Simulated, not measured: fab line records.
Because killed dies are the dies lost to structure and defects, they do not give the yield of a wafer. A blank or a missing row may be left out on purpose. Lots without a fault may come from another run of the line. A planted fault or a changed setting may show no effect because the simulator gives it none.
Chamber matching / flow nand_harc / NHARC_A_STAIRCASE_ETCH_232 on rie_diel-10 has 4 sister chambers
The step etches the open film in C4F8/O2, target depth 100 nm, time 40.5 s. 4 wafers are shown with their chamber, then 7 later ones without.

## EACH WAFER AND ITS CHAMBER
wafer=L214.6; chamber=2; rf_vpp_V (V)=889
wafer=L219.2; chamber=1; rf_vpp_V (V)=888
wafer=L219.4; chamber=3; rf_vpp_V (V)=894
wafer=L219.6; chamber=0; rf_vpp_V (V)=892

## WAFERS WITHOUT THEIR CHAMBER
wafer=L223.2; rf_vpp_V (V)=893
wafer=L223.3; rf_vpp_V (V)=890
wafer=L223.5; rf_vpp_V (V)=893
wafer=L224.2; rf_vpp_V (V)=892
wafer=L224.5; rf_vpp_V (V)=888
wafer=L227.1; rf_vpp_V (V)=893
wafer=L229.1; rf_vpp_V (V)=893

## THE CHAMBER EACH PASSED THROUGH
wafer=L223.2; from the rows above=can't be placed: 0 or 3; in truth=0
wafer=L223.3; from the rows above=can't be placed: 2 or 0 or 1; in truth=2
wafer=L223.5; from the rows above=can't be placed: 0 or 3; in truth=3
wafer=L224.2; from the rows above=0; in truth=0
wafer=L224.5; from the rows above=can't be placed: 1 or 2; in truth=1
wafer=L227.1; from the rows above=can't be placed: 0 or 3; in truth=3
wafer=L229.1; from the rows above=can't be placed: 0 or 3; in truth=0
1 of 7 placed correctly. Unplaceable from these rows: 6, with the true chamber sitting among the candidates in 6. Placed wrongly: 0.
How it was worked out, from the rows above alone: a wafer's distance from a chamber is the root of the sum, over the readings, of the square of ((its reading less the chamber's mean) divided by the reading's scatter). The wafer belongs to the nearest chamber; if the next one is less than 2 further off, it can't be placed. The mean given for a chamber averages the wafers shown for that chamber. The scatter: with one shown wafer a chamber, the root of the mean of the squares of how far each hidden wafer lies from its nearest shown one.
